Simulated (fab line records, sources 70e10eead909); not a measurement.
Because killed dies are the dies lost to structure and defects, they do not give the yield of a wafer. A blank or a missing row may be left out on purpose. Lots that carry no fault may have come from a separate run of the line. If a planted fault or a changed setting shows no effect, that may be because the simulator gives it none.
Matching of chambers || flow nandHarc || 4 sister chambers for NHARC_P_GATE_DESCUM_48 on rieDiel-04
The step chemistry O2, time 3 s. 8 wafers are shown with their chamber, then 8 later ones without.

## WAFERS WITH THEIR CHAMBER
{"wafer": "L081.5", "chamber": 3, "oesProductAu (a.u.)": 0.992, "rfVppV (V)": 59.4}
{"wafer": "L082.3", "chamber": 1, "oesProductAu (a.u.)": 0.986, "rfVppV (V)": 57.1}
{"wafer": "L082.4", "chamber": 2, "oesProductAu (a.u.)": 0.986, "rfVppV (V)": 58.2}
{"wafer": "L082.5", "chamber": 2, "oesProductAu (a.u.)": 0.992, "rfVppV (V)": 57.0}
{"wafer": "L083.3", "chamber": 3, "oesProductAu (a.u.)": 0.995, "rfVppV (V)": 57.3}
{"wafer": "L083.4", "chamber": 0, "oesProductAu (a.u.)": 1.005, "rfVppV (V)": 57.4}
{"wafer": "L083.6", "chamber": 0, "oesProductAu (a.u.)": 1.018, "rfVppV (V)": 59.9}
{"wafer": "L085.2", "chamber": 1, "oesProductAu (a.u.)": 0.990, "rfVppV (V)": 56.9}

## WAFERS WITHOUT THEIR CHAMBER
{"wafer": "L085.5", "oesProductAu (a.u.)": 1.007, "rfVppV (V)": 57.4}
{"wafer": "L085.6", "oesProductAu (a.u.)": 0.989, "rfVppV (V)": 56.9}
{"wafer": "L093.4", "oesProductAu (a.u.)": 1.008, "rfVppV (V)": 57.1}
{"wafer": "L093.5", "oesProductAu (a.u.)": 1.019, "rfVppV (V)": 56.0}
{"wafer": "L093.6", "oesProductAu (a.u.)": 1.002, "rfVppV (V)": 56.9}
{"wafer": "L095.1", "oesProductAu (a.u.)": 1.000, "rfVppV (V)": 57.5}
{"wafer": "L095.4", "oesProductAu (a.u.)": 0.995, "rfVppV (V)": 58.3}
{"wafer": "L095.6", "oesProductAu (a.u.)": 1.013, "rfVppV (V)": 59.7}

## WHICH CHAMBER EACH ONE RAN IN
{"wafer": "L085.5", "from the rows above": "can't be placed: 0 or 3", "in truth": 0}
{"wafer": "L085.6", "from the rows above": "can't be placed: 1 or 2 or 3", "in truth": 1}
{"wafer": "L093.4", "from the rows above": "can't be placed: 0 or 3", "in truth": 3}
{"wafer": "L093.5", "from the rows above": 0, "in truth": 0}
{"wafer": "L093.6", "from the rows above": "can't be placed: 3 or 0 or 2 or 1", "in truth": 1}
{"wafer": "L095.1", "from the rows above": "can't be placed: 3 or 2 or 1 or 0", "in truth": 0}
{"wafer": "L095.4", "from the rows above": "can't be placed: 3 or 2 or 1", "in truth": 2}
{"wafer": "L095.6", "from the rows above": 0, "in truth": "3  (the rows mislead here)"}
1 of 8 placed correctly. Can't be placed from these rows: 6 (the true chamber is among the candidates in 6). Placed wrongly: 1.
How it was worked out, from the rows above alone: a wafer's distance from a chamber is the root of the sum, over the readings, of the square of ((its reading less the chamber's mean) divided by the reading's scatter). The wafer belongs to the nearest chamber; if the next one is less than 2 further off, it can't be placed. For every chamber, the mean is computed from those of its wafers that are shown. The scatter: take each reading less its chamber's mean, square it, sum over the shown wafers, divide by the number of wafers less the number of chambers, and take the root.
